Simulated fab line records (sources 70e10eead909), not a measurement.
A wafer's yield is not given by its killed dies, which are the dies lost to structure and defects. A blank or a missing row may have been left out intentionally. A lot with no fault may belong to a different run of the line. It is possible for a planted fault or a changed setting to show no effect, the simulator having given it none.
Problem report in the 8D (eight disciplines) form, filled by code ; flow nand-harc ; the parts of the form that need people (team, actions taken, sign-off) are left out

## 1. WHAT WENT WRONG
Wafers with no fault read 28 with a standard deviation of 11, whereas killed-at-array at NHARC_END_SORT_01 reads a mean of 250 on 1 wafer of 1 lot. That puts it +20 standard deviations away from the usual mean.
First seen on wafer L840.4, day 22 00:52, on prober-01. The record holds 1 wafer of 1 lot with a number at this step. The rule behind "out" and "out of limits": a value lying over 4 standard deviations away from the usual mean. The other wafers with a number count as sound.

## 2. WHAT IT IS, AND WHAT IT ISN'T
question;is;is not
which readings at this step;killed-at-array, killed-dies;killed-at-other, killed-at-periphery, killed-open, killed-short
which lots;L840;-
which wafers of those lots;all that have a number;-
read on which gauges;prober-01;-
when;from day 22 00:52;up to then (0 sound wafers)

## 3. SUSPECTS, AND WHAT RULES EACH OUT
Counting: a tool at any process step up to the reading remains a suspect when it ran all the lots that are out and ran no sound lot after the first of those.
- ruled out: the gauge at NHARC_END_SORT_01. All the wafers that are out were read on prober-01, but those of them that NHARC_A_CHANNEL_HOLE_D1_ETCH_44 has rows for are out there too, on other tools.
- har-etch-01 at NHARC_A_CHANNEL_HOLE_D1_ETCH_21 (etches the open film in C4F8/O2/Ar, time 514.3 s, target depth 1600 nm): kept. It ran the lot that is out, L840 (day 10 14:37), and no sound lot after that.
- har-etch-01 at NHARC_A_CHANNEL_HOLE_D1_ETCH_25 (etches the open film in C4F8/O2/Ar, time 1040.2 s, target depth 1500 nm): kept. It ran the lot that is out, L840 (day 10 17:17), and no sound lot after that.
- rie-diel-11 at NHARC_A_CHANNEL_HOLE_D1_ETCH_44 (etches the open film in CF4/O2, target depth 140 nm, overetch 14 nm, time 77 s): kept. It ran the lot that is out, L840 (day 10 18:40), and no sound lot after that. Its own oes-product-au readings are out on those wafers.
- ald-hk-03 at NHARC_A_CHANNEL_FILL_D1_ALD_02 (deposits SiO2, target thk 6 nm, pulse time 10 s, ald cycles 60): kept. It ran the lot that is out, L840 (day 10 21:03), and no sound lot after that.
Left after counting: har-etch-01 at NHARC_A_CHANNEL_HOLE_D1_ETCH_21, har-etch-01 at NHARC_A_CHANNEL_HOLE_D1_ETCH_25, rie-diel-11 at NHARC_A_CHANNEL_HOLE_D1_ETCH_44, ald-hk-03 at NHARC_A_CHANNEL_FILL_D1_ALD_02.

## 4. THE CAUSE (what the simulator had put in)
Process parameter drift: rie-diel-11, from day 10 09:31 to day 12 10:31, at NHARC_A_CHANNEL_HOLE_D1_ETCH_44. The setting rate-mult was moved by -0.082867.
4 suspects survive the count, and this tool is in that group.

## 5. SEQUENCE OF EFFECTS, ordered by route
Rows list readings where the struck wafers' mean (over those with a number) sits beyond 3 standard deviations from the usual. Readings are gone through only where the record gives a usual standard deviation; hours: the median, over the lots, of the time from a lot's start at the first step in this table giving one to that lot's start at this step; sigmas: the change measured in usual standard deviations.
hours;step;reading;usual;on struck wafers;change;sigmas
0;NHARC_A_CHANNEL_HOLE_D1_ETCH_44;oes-product-au;1.002 a.u.;0.952;-0.050;-4.2
270;NHARC_END_SORT_01;killed-at-array;28;250;+222;+20
270;NHARC_END_SORT_01;killed-dies;32;252;+220;+20
Process steps it contains:
- NHARC_A_CHANNEL_HOLE_D1_ETCH_44: etches the open film in CF4/O2, target depth 140 nm, overetch 14 nm, time 77 s.

## 6. HOW IT WOULD HAVE BEEN CAUGHT EARLIER
Counted from the fault's start at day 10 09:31, it took 279 hours until the first out-of-limits reading at a measuring or inspecting step in this record, taken at day 22 00:52.
The tool's own readings at NHARC_A_CHANNEL_HOLE_D1_ETCH_44 were out on every struck wafer that the step has a row for (oes-product-au): an alarm limit on them would have fired on the first of those.
All the lots that are out (1) had begun NHARC_A_CHANNEL_HOLE_D1_ETCH_44 on rie-diel-11 by day 22 00:52. A hold on the tool at that time would have spared none of them.
